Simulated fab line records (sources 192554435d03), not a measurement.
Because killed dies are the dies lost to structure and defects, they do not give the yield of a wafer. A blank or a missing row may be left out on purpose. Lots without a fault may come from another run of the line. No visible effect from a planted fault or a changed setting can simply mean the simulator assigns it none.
Split-lot trial || flow n5Finfet || 21 wafers read across 7 lots, on a route 1938 steps long

THE SPLIT
At N5_BEOL_M0_SAQP_PECVD_96 (deposits a-Si from SiH4/He, target thk 45 nm, time 45.2 s), the setting timeS was moved away from the recipe's 45.2 s on 6 of the 21 wafers read, by -11.8% to -4.6%. For the rest of the wafers, this setting stayed at what the recipe calls for.

FROM THE SPLIT TO THE READING: what the file shows between them, 11 steps
- N5_BEOL_M0_SAQP_MANDREL_ETCH_20: etches a-Si in HBr/Cl2, stops on SiNx, target depth 60 nm, bt time 10 s, time 30 s (also split here: biasW)
- N5_BEOL_M0_SAQP_STRIP_86: strips in N2/H2 (also split here: h2FlowSccm)
- N5_BEOL_M0_SAQP_STRIP_115: strips in post etch residue remover, time 60 s
- N5_BEOL_M0_SAQP_SRD_93: time 30 s
- N5_BEOL_M0_SAQP_ETCH_101: etches SiNx in CH3F/O2, target depth 29.9 nm, time 42.7 s
- N5_BEOL_M0_SAQP_ETCH_102: etches SiO2 in CF4, target depth 4 nm, time 4.4 s
- N5_BEOL_M0_SAQP_MANDREL_ETCH_103: etches a-Si in HBr/Cl2, stops on SiCN, target depth 45 nm, bt time 10 s, time 27 s
- N5_BEOL_M0_SAQP_RECESS_104: chemistry HF/NH3, target SiO2, target depth 18 nm, afs cycles 3, sublimation time 60 s
- N5_BEOL_M0_SAQP_COAT_105: time 60 s, resist thk 100 nm
- N5_BEOL_M0_SAQP_STRIP_108: strips in N2/H2
- N5_BEOL_M0_SAQP_RECESS_109: chemistry HF/NH3, target SiO2, target depth 3 nm, afs cycles 1, sublimation time 60 s

THE READING
a-Si_of_BEOL_M0_SAQP_PECVD_96.thkNm (the simulator's own value, which no gauge read), in nm, at N5_BEOL_M0_SAQP_SPACER2_ALD_26 (deposits SiO2, target thk 15 nm, pulse time 1 s, purge time 2 s). The file does not state a usual value for it. The 15 wafers here that ran the recipe average 44.1 nm, standard deviation 0.7 nm.

{"wafer": "L078.1", "tool, chamber at the split": "pecvd-04, 1", "timeS as run, s": 45.2, "against the recipe": "recipe", "a-Si_of_BEOL_M0_SAQP_PECVD_96.thkNm, nm": 43.4, "against lot-mates on the recipe": "-"}
{"wafer": "L078.3", "tool, chamber at the split": "pecvd-04, 2", "timeS as run, s": 45.2, "against the recipe": "recipe", "a-Si_of_BEOL_M0_SAQP_PECVD_96.thkNm, nm": 44, "against lot-mates on the recipe": "-"}
{"wafer": "L078.4", "tool, chamber at the split": "pecvd-04, 0", "timeS as run, s": 43.1, "against the recipe": "-4.6%", "a-Si_of_BEOL_M0_SAQP_PECVD_96.thkNm, nm": 42.2, "against lot-mates on the recipe": -1.5}
{"wafer": "L081.1", "tool, chamber at the split": "pecvd-02, 0", "timeS as run, s": 39.88, "against the recipe": "-11.8%", "a-Si_of_BEOL_M0_SAQP_PECVD_96.thkNm, nm": 38.6, "against lot-mates on the recipe": -6.0}
{"wafer": "L081.2", "tool, chamber at the split": "pecvd-02, 2", "timeS as run, s": 45.2, "against the recipe": "recipe", "a-Si_of_BEOL_M0_SAQP_PECVD_96.thkNm, nm": 44.6, "against lot-mates on the recipe": "-"}
{"wafer": "L081.6", "tool, chamber at the split": "pecvd-02, 2", "timeS as run, s": 39.88, "against the recipe": "-11.8%", "a-Si_of_BEOL_M0_SAQP_PECVD_96.thkNm, nm": 39.8, "against lot-mates on the recipe": -4.8}
{"wafer": "L083.1", "tool, chamber at the split": "pecvd-04, 1", "timeS as run, s": 45.2, "against the recipe": "recipe", "a-Si_of_BEOL_M0_SAQP_PECVD_96.thkNm, nm": 42.8, "against lot-mates on the recipe": "-"}
{"wafer": "L083.2", "tool, chamber at the split": "pecvd-04, 2", "timeS as run, s": 45.2, "against the recipe": "recipe", "a-Si_of_BEOL_M0_SAQP_PECVD_96.thkNm, nm": 44, "against lot-mates on the recipe": "-"}
{"wafer": "L083.6", "tool, chamber at the split": "pecvd-04, 0", "timeS as run, s": 43, "against the recipe": "-4.9%", "a-Si_of_BEOL_M0_SAQP_PECVD_96.thkNm, nm": 41.8, "against lot-mates on the recipe": -1.6}
{"wafer": "L084.1", "tool, chamber at the split": "pecvd-04, 0", "timeS as run, s": 45.2, "against the recipe": "recipe", "a-Si_of_BEOL_M0_SAQP_PECVD_96.thkNm, nm": 43.2, "against lot-mates on the recipe": "-"}
{"wafer": "L084.5", "tool, chamber at the split": "pecvd-04, 1", "timeS as run, s": 45.2, "against the recipe": "recipe", "a-Si_of_BEOL_M0_SAQP_PECVD_96.thkNm, nm": 44, "against lot-mates on the recipe": "-"}
{"wafer": "L084.6", "tool, chamber at the split": "pecvd-04, 2", "timeS as run, s": 45.2, "against the recipe": "recipe", "a-Si_of_BEOL_M0_SAQP_PECVD_96.thkNm, nm": 44.4, "against lot-mates on the recipe": "-"}
{"wafer": "L086.2", "tool, chamber at the split": "pecvd-02, 1", "timeS as run, s": 41.36, "against the recipe": "-8.5%", "a-Si_of_BEOL_M0_SAQP_PECVD_96.thkNm, nm": 41.2, "against lot-mates on the recipe": -4.0}
{"wafer": "L086.4", "tool, chamber at the split": "pecvd-02, 0", "timeS as run, s": 41.36, "against the recipe": "-8.5%", "a-Si_of_BEOL_M0_SAQP_PECVD_96.thkNm, nm": 40.4, "against lot-mates on the recipe": -4.8}
{"wafer": "L086.6", "tool, chamber at the split": "pecvd-02, 1", "timeS as run, s": 45.2, "against the recipe": "recipe", "a-Si_of_BEOL_M0_SAQP_PECVD_96.thkNm, nm": 45.2, "against lot-mates on the recipe": "-"}
{"wafer": "L087.1", "tool, chamber at the split": "pecvd-02, 1,2", "timeS as run, s": 45.2, "against the recipe": "recipe", "a-Si_of_BEOL_M0_SAQP_PECVD_96.thkNm, nm": 44, "against lot-mates on the recipe": "-"}
{"wafer": "L087.3", "tool, chamber at the split": "pecvd-02, 1,2", "timeS as run, s": 45.2, "against the recipe": "recipe", "a-Si_of_BEOL_M0_SAQP_PECVD_96.thkNm, nm": 44, "against lot-mates on the recipe": "-"}
{"wafer": "L087.5", "tool, chamber at the split": "pecvd-02, 2", "timeS as run, s": 45.2, "against the recipe": "recipe", "a-Si_of_BEOL_M0_SAQP_PECVD_96.thkNm, nm": 44.6, "against lot-mates on the recipe": "-"}
{"wafer": "L091.1", "tool, chamber at the split": "pecvd-02, 1", "timeS as run, s": 45.2, "against the recipe": "recipe", "a-Si_of_BEOL_M0_SAQP_PECVD_96.thkNm, nm": 45.4, "against lot-mates on the recipe": "-"}
{"wafer": "L091.2", "tool, chamber at the split": "pecvd-02, 0", "timeS as run, s": 45.2, "against the recipe": "recipe", "a-Si_of_BEOL_M0_SAQP_PECVD_96.thkNm, nm": 43.6, "against lot-mates on the recipe": "-"}
{"wafer": "L091.5", "tool, chamber at the split": "pecvd-02, 2", "timeS as run, s": 45.2, "against the recipe": "recipe", "a-Si_of_BEOL_M0_SAQP_PECVD_96.thkNm, nm": 44.8, "against lot-mates on the recipe": "-"}
Where a row lists several chambers, the file gives one row for several wafers and doesn't say which wafer went through which chamber.

FIT RESULTS
A straight line over all 21 wafers: a-Si_of_BEOL_M0_SAQP_PECVD_96.thkNm changes by +0.413 nm for each +1% of timeS; r = +0.94; the points scatter about the line by 0.67 nm.
The same after taking each lot's own level away (the mean of its wafers on the recipe; 21 wafers): +0.468 nm for each +1%; r = +0.96; scatter 0.56 nm.
Per that fit: largest timeS move, reading shift of 5.5 nm.
The lots' own levels span 43.40 to 45.20 nm, that is 2.6 times the standard deviation above.
Hence the slope depends on the lot-to-lot level, as the two fits are not the same.
Check: -5.24 nm against its lot-mates is what the line predicts for one of the wafers moved furthest among these (-11.8%) when that wafer is left out of the fit. It came out at -6 nm against them.

THE OTHER SPLITS THESE WAFERS WENT THROUGH
Before the reading, these wafers also passed through other splits. Each is held against what the fit with the lots' levels taken away leaves over:
{"other split on the same wafers": "N5_SD_EPI_P_EPI_21 timeS", "wafers away from the commonest value": 8, "r with a-Si_of_BEOL_M0_SAQP_PECVD_96.thkNm (lot level and that fit taken away)": "+0.12"}
{"other split on the same wafers": "N5_SD_ACTIVATION_LSA_01 tempC", "wafers away from the commonest value": 5, "r with a-Si_of_BEOL_M0_SAQP_PECVD_96.thkNm (lot level and that fit taken away)": -0.02}
{"other split on the same wafers": "N5_HKMG_FIN_COAT_66 spinRpm", "wafers away from the commonest value": 9, "r with a-Si_of_BEOL_M0_SAQP_PECVD_96.thkNm (lot level and that fit taken away)": -0.04}
{"other split on the same wafers": "N5_MOL_CONTACT_COAG_EXPOSE_05 doseMj", "wafers away from the commonest value": 8, "r with a-Si_of_BEOL_M0_SAQP_PECVD_96.thkNm (lot level and that fit taken away)": -0.01}
{"other split on the same wafers": "N5_MOL_CONTACT_COAG_CVD_140 targetThkA", "wafers away from the commonest value": 10, "r with a-Si_of_BEOL_M0_SAQP_PECVD_96.thkNm (lot level and that fit taken away)": -0.03}
{"other split on the same wafers": "N5_BEOL_M0_SAQP_MANDREL_ETCH_20 biasW", "wafers away from the commonest value": 6, "r with a-Si_of_BEOL_M0_SAQP_PECVD_96.thkNm (lot level and that fit taken away)": "+0.05"}
{"other split on the same wafers": "N5_BEOL_M0_SAQP_STRIP_86 h2FlowSccm", "wafers away from the commonest value": 7, "r with a-Si_of_BEOL_M0_SAQP_PECVD_96.thkNm (lot level and that fit taken away)": -0.01}

THE WHOLE CHAIN: every reading that the file lists as answering this split, in the file's order
{"step": "N5_BEOL_M0_SAQP_PECVD_96", "what it does": "deposits a-Si from SiH4/He, target thk 45 nm, time 45.2 s", "reading": "a-Si_of_BEOL_M0_SAQP_PECVD_96.thkNm (the simulator's own value, which no gauge read)", "change (the file's fit)": "+0.46 nm for each +1% of the setting", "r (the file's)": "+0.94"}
{"step": "N5_BEOL_M0_SAQP_MANDREL_ETCH_103", "what it does": "etches a-Si in HBr/Cl2, stops on SiCN, target depth 45 nm, bt time 10 s, time 27 s", "reading": "etch.depthNm (the simulator's own value, which no gauge read)", "change (the file's fit)": "+0.459 nm for each +1% of the setting", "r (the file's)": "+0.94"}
{"step": "N5_BEOL_M0_SAQP_SPACER2_ALD_26", "what it does": "deposits SiO2, target thk 15 nm, pulse time 1 s, purge time 2 s", "reading": "a-Si_of_BEOL_M0_SAQP_PECVD_96.thkNm (the simulator's own value, which no gauge read)", "change (the file's fit)": "+0.452 nm for each +1% of the setting", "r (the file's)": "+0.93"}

THE FILE'S OWN FIT
a-Si_of_BEOL_M0_SAQP_PECVD_96.thkNm changes by +0.452 nm for each +1% of timeS, r = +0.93.
